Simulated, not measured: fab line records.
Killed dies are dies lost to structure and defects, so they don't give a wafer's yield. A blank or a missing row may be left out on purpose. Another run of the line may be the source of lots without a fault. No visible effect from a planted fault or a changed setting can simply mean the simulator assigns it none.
Commonality check across tools	flow n5_finfet	Sample size 10 lots and 28 wafers

== WHAT PROMPTED THE OPENING ==
On 2 of the 10 lots, a flag is raised at N5_SD_EPI_P_INSPECT_26 on the reading raw_defect_count. Fault-free wafers read 186, with a standard deviation of 38.
Rule: a lot is flagged in two cases, either no wafer of it has a number, or all its wafers with numbers fall more than 4 standard deviations from that mean. All remaining lots are regarded as sound.

lot	measured	on	raw_defect_count, wafer by wafer	flag
L518	day 3 15:56	defect_inspect-01	201 185 238	
L520	day 4 03:00	defect_inspect-02	176 212 206	
L522	day 4 16:26	defect_inspect-02	148 131 221	
L523	day 4 19:15	defect_inspect-02	152 144 157	
L529	day 6 14:26	defect_inspect-01	588 496 482	FLAGGED
L531	day 6 23:18	defect_inspect-02	527 556 545	FLAGGED
L533	day 7 11:49	defect_inspect-02	177 170 186	
L536	day 8 06:56	defect_inspect-02	208 281 237	
L538	day 8 16:37	defect_inspect-01	204 196	
L539	day 8 23:19	defect_inspect-02	129 147	
On average the flagged lots' numbers are 532, which is +346 against the usual, or +9 standard deviations.

== TOOL THAT RAN EACH LOT ==
The record holds 3 process steps before the reading, out of a route of 1938 steps. Every cell lists first the tool, next ch and the chambers used by the sampled wafers, and last the start.
lot	flag	N5_SD_EPI_N_LINER_46	N5_SD_EPI_P_STRIP_40	N5_SD_EPI_P_VAPOR_ETCH_44
L518		ald_sin-03 ch 1,2,3, day 3 10:20	plasma_asher-01 ch 0,1, day 3 12:13	epi_rpcvd-04 ch 0, day 3 12:40
L520		ald_sin-03 ch 2,3, day 3 22:32	plasma_asher-02 ch 0,1, day 4 00:08	epi_rpcvd-02 ch 0, day 4 00:30
L522		ald_sin-03 ch 0,2,3, day 4 11:16	plasma_asher-01 ch 0,1, day 4 12:43	epi_rpcvd-04 ch 0, day 4 13:09
L523		ald_sin-03 ch 1,2,3, day 4 14:47	plasma_asher-02 ch 0,1, day 4 16:22	epi_rpcvd-02 ch 0, day 4 16:44
L529	FLAGGED	ald_sin-04 ch 0,3, day 6 08:55	plasma_asher-01 ch 0,1, day 6 10:42	epi_rpcvd-04 ch 0, day 6 11:11
L531	FLAGGED	ald_sin-01 ch 0,1,3, day 6 17:58	plasma_asher-02 ch 0,1, day 6 19:32	epi_rpcvd-04 ch 0, day 6 19:58
L533		ald_sin-01 ch 0,2,3, day 7 06:20	plasma_asher-02 ch 0,1, day 7 08:04	epi_rpcvd-01 ch 0, day 7 08:34
L536		ald_sin-04 ch 1,2, day 8 01:16	plasma_asher-02 ch 0,1, day 8 04:03	epi_rpcvd-02 ch 0, day 8 04:23
L538		ald_sin-04 ch 2,3, day 8 12:03	plasma_asher-01 ch 1, day 8 13:45	epi_rpcvd-01 ch 0, day 8 14:10
L539		ald_sin-01 ch 1,2, day 8 18:52	plasma_asher-01 ch 1, day 8 20:26	epi_rpcvd-02 ch 0, day 8 20:46
What is done by these steps:
- N5_SD_EPI_N_LINER_46: material SiNx, target thk 3 nm.
- N5_SD_EPI_P_STRIP_40: strips in N2/H2.
- N5_SD_EPI_P_VAPOR_ETCH_44: etches SiGe30 in NF3/Ar, time 3.3 s.
- N5_SD_EPI_P_INSPECT_26: inspects for defects (darkfield).

== FLAGGED AGAINST TOTAL, ONE TOOL AT A TIME (gauges that did the reading follow at the end) ==
step	tool	lots run	flagged	share of the flagged lots	sound lots run after its first flagged lot
N5_SD_EPI_N_LINER_46	ald_sin-01	3	1	some	2 (L533,L539)
N5_SD_EPI_N_LINER_46	ald_sin-03	4	0	none	-
N5_SD_EPI_N_LINER_46	ald_sin-04	3	1	some	2 (L536,L538)
N5_SD_EPI_P_STRIP_40	plasma_asher-01	5	1	some	2 (L538,L539)
N5_SD_EPI_P_STRIP_40	plasma_asher-02	5	1	some	2 (L533,L536)
N5_SD_EPI_P_VAPOR_ETCH_44	epi_rpcvd-01	2	0	none	-
N5_SD_EPI_P_VAPOR_ETCH_44	epi_rpcvd-02	4	0	none	-
N5_SD_EPI_P_VAPOR_ETCH_44	epi_rpcvd-04	4	2	all	0
N5_SD_EPI_P_INSPECT_26	defect_inspect-01	3	1	some	1 (L538)
N5_SD_EPI_P_INSPECT_26	defect_inspect-02	7	1	some	3 (L533,L536,L539)

== WHAT THE TABLE PERMITS ==
Rows of the table that ran each flagged lot: 1, that is epi_rpcvd-04 at N5_SD_EPI_P_VAPOR_ETCH_44.
- epi_rpcvd-04 at N5_SD_EPI_P_VAPOR_ETCH_44 ran 4 lots, 2 of them flagged. Last sound lot L522 at day 4 13:09, first flagged lot L529 at day 6 11:11; a fault beginning in between fits.
Left over: one tool, epi_rpcvd-04 at N5_SD_EPI_P_VAPOR_ETCH_44.

== WHAT WAS PUT IN BY THE SIMULATOR ==
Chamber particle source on epi_rpcvd-04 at N5_SD_EPI_P_VAPOR_ETCH_44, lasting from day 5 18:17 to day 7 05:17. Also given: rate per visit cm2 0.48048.
Lots struck among those shown: L529, L531. The rule above reached the same finding.
